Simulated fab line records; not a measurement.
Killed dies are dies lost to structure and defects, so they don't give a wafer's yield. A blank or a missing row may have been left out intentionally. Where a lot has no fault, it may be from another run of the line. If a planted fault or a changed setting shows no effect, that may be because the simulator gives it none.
Chamber matching | flow nand_harc | NHARC_P_CONTACT_CMP_24 on cmp-03 has 4 sister chambers
The step polishes, t overpolish 30 s, target thk 200 nm. 14 wafers are shown with their chamber, then 7 later ones without.

## WAFERS, EACH WITH ITS CHAMBER
wafer  | chamber | motor_current_A (A) | overpolish_run_s (s) | time_to_endpoint_s (s)
L436.3 | 3       | 14.2                | 30.004               | 35.5
L436.4 | 2       | 11.3                | 30.009               | 40.4
L436.5 | 0       | 11.0                | 30.000               | 39.5
L439.1 | 1       | 12.0                | 30.000               | 39.4
L439.2 | 3       | 14.4                | 29.988               | 39.5
L439.3 | 2       | 10.9                | 29.992               | 42.8
L450.3 | 1       | 12.9                | 29.983               | 38.4
L450.4 | 2       | 10.9                | 30.016               | 38.0
L450.6 | 1       | 12.4                | 29.995               | 36.7
L452.2 | 0       | 11.8                | 30.005               | 37.6
L452.3 | 3       | 15.2                | 29.994               | 36.5
L452.5 | 2       | 11.1                | 29.988               | 34.3
L453.1 | 3       | 15.5                | 29.999               | 35.8
L453.3 | 1       | 12.9                | 29.997               | 40.8

SIGNATURES (means of the wafers above)
reading            | chamber 0 | chamber 1 | chamber 2 | chamber 3 | scatter within a chamber
motor_current_A    | 11.400    | 12.550    | 11.050    | 14.825    | 0.466
overpolish_run_s   | 30.00250  | 29.99375  | 30.00125  | 29.99625  | 0.00927
time_to_endpoint_s | 38.550    | 38.825    | 38.875    | 36.825    | 2.45
Rule: a wafer lies at a distance from a chamber equal to the root of the sum of squares, over the readings, of (its reading less the chamber's mean, divided by the reading's scatter). The wafer belongs to the nearest chamber; if the next one is less than 2 further off, it can't be placed. The scatter: the root of (the sum of the squares of (reading less its chamber's mean) over the shown wafers, divided by (wafers less chambers)).

## WAFERS WITHOUT THEIR CHAMBER
wafer  | motor_current_A (A) | overpolish_run_s (s) | time_to_endpoint_s (s)
L453.6 | 11.7                | 30.006               | 38.8
L457.2 | 11.3                | 29.991               | 41.6
L457.3 | 11.0                | 30.011               | 37.8
L457.4 | 15.2                | 29.990               | 35.3
L458.1 | 15.0                | 29.996               | 37.8
L458.2 | 11.8                | 29.990               | 40.5
L458.4 | 12.4                | 30.000               | 39.4

## WHICH CHAMBER EACH WENT THROUGH
wafer  | from the rows above          | in truth
L453.6 | can't be placed: 0 or 2 or 1 | 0
L457.2 | can't be placed: 2 or 0 or 1 | 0
L457.3 | can't be placed: 2 or 0      | 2
L457.4 | 3                            | 3
L458.1 | 3                            | 3
L458.2 | can't be placed: 0 or 1 or 2 | 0
L458.4 | can't be placed: 1 or 0      | 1
Placed correctly: 2 of 7. From these rows, 5 cannot be placed; in 5 the true chamber is one of the candidates. Wrongly placed: 0.
